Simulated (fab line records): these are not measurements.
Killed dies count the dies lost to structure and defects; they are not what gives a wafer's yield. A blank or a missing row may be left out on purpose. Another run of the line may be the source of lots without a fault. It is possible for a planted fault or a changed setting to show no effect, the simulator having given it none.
Chamber matching	flow n5_finfet	N5_FIN_SAQP_STRIP_77 on rie_diel-03 has 4 sister chambers
The step strips in N2/H2, time 90 s. 4 wafers are shown with their chamber, then 11 later ones without.

WAFERS WITH THEIR CHAMBER
wafer	chamber	drypump_motor_current_A (A)
L078.6	3	5.9
L082.1	0	5.1
L082.4	1	6.4
L086.1	2	5.5

WAFERS WITHOUT THEIR CHAMBER
wafer	drypump_motor_current_A (A)
L086.4	6.4
L086.5	6.3
L090.1	5.5
L090.2	5.9
L090.3	6.3
L095.2	5.5
L095.3	5.9
L095.6	6.0
L097.1	6.3
L097.4	5.9
L097.6	5.5

WHICH CHAMBER EACH WENT THROUGH
wafer	from the rows above	in truth
L086.4	1	1
L086.5	1	1
L090.1	2	2
L090.2	3	3
L090.3	1	1
L095.2	2	2
L095.3	3	3
L095.6	3	3
L097.1	1	1
L097.4	3	3
L097.6	2	2
Correct placement for 11 of the 11. Not placeable from these rows: 0. Wrongly placed: 0.
How it was worked out, from the rows above alone: a wafer's distance from a chamber is the root of the sum, over the readings, of the square of ((its reading less the chamber's mean) divided by the reading's scatter). The wafer belongs to the nearest chamber; if the next one is less than 2 further off, it can't be placed. The mean given for a chamber averages the wafers shown for that chamber. The scatter (one wafer shown for each chamber): square how far every hidden wafer sits from the nearest shown wafer, average those squares and take the square root.
